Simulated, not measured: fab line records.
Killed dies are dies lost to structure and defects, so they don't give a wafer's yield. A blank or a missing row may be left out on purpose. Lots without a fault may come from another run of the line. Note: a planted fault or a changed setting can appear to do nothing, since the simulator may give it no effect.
Which tool is to blame? / flow nand_harc / 6 lots, 18 wafers sampled, at 5 steps of a route of 1302

WHAT THE GAUGES READ, wafer by wafer
NHARC_END_SORT_01.
lot=L210; measured=day 27 00:40; on=prober-02; killed_at_array=72 78 63

TOOL THAT RAN EACH LOT (tool first, then ch and the chambers of the sampled wafers, then the start)
lot=L205; NHARC_P_CONTACT_ETCH_31=rie_diel-01 ch 1,2,3, day 6 06:35; NHARC_A_BONDPAD_PRE_CLEAN_26=pvd_sputter-01, day 24 13:10 or earlier; NHARC_A_BONDPAD_PVD_17=pvd_sputter-01, day 24 13:10 or earlier; NHARC_THIN_TSV_ETCH_44=rie_diel-06 ch 1,2, day 24 13:10
lot=L210; NHARC_P_CONTACT_ETCH_31=rie_diel-01 ch 1,2, day 8 20:37; NHARC_A_BONDPAD_PRE_CLEAN_26=pvd_sputter-03, day 26 11:08 or earlier; NHARC_A_BONDPAD_PVD_17=pvd_sputter-03, day 26 11:08 or earlier; NHARC_THIN_TSV_ETCH_44=rie_diel-06 ch 0,1, day 26 11:08
lot=L217; NHARC_P_CONTACT_ETCH_31=rie_diel-05 ch 0,2,3, day 11 10:17; NHARC_A_BONDPAD_PRE_CLEAN_26=pvd_sputter-02, day 29 14:41 or earlier; NHARC_A_BONDPAD_PVD_17=pvd_sputter-02, day 29 14:41 or earlier; NHARC_THIN_TSV_ETCH_44=rie_diel-06 ch 0,1,3, day 29 14:41
lot=L221; NHARC_P_CONTACT_ETCH_31=rie_diel-01 ch 0,2, day 12 19:25; NHARC_A_BONDPAD_PRE_CLEAN_26=pvd_sputter-02, day 30 21:01 or earlier; NHARC_A_BONDPAD_PVD_17=pvd_sputter-02, day 30 21:01 or earlier; NHARC_THIN_TSV_ETCH_44=rie_diel-11 ch 1,3, day 30 21:01
lot=L225; NHARC_P_CONTACT_ETCH_31=rie_diel-08 ch 0,1, day 15 06:09; NHARC_A_BONDPAD_PRE_CLEAN_26=pvd_sputter-01, day 32 22:27 or earlier; NHARC_A_BONDPAD_PVD_17=pvd_sputter-01, day 32 22:27 or earlier; NHARC_THIN_TSV_ETCH_44=rie_diel-11 ch 0,1,2, day 32 22:27
lot=L227; NHARC_P_CONTACT_ETCH_31=rie_diel-08 ch 0,1,2, day 15 17:59; NHARC_A_BONDPAD_PRE_CLEAN_26=pvd_sputter-03, day 33 11:23 or earlier; NHARC_A_BONDPAD_PVD_17=pvd_sputter-03, day 33 11:23 or earlier; NHARC_THIN_TSV_ETCH_44=rie_diel-06 ch 1,2,3, day 33 11:23
- NHARC_P_CONTACT_ETCH_31: etches the open film in CH3F/O2, target depth 30 nm, time 85.7 s.
- NHARC_A_BONDPAD_PRE_CLEAN_26: time 30 s.
- NHARC_A_BONDPAD_PVD_17: deposits TaN, target thk 5 nm, time 8.06 s.
- NHARC_THIN_TSV_ETCH_44: etches the open film in CF4/O2, target depth 1594.2 nm, time 797.1 s.

THE ANSWER, worked out from the rows above alone
Rule: the lots themselves supply what counts as usual. The widest of any qualifying gaps counts: lots, ordered by their means at a reading, are off when they make up no more than a third of the lots, leave a main group of 4 or more, and stand apart from it by 3 or more times the standard deviation of that group's means. A main group whose means are all the same, to the digits that the tables above print for the reading, isn't used. Also off: a lot with no number at a reading for which 4 or more lots have one. Any other lot the step has rows for is counted as sound.
No lot is off on any of the readings shown, so nothing can be concluded from this.

WHAT THE SIMULATOR PUT IN
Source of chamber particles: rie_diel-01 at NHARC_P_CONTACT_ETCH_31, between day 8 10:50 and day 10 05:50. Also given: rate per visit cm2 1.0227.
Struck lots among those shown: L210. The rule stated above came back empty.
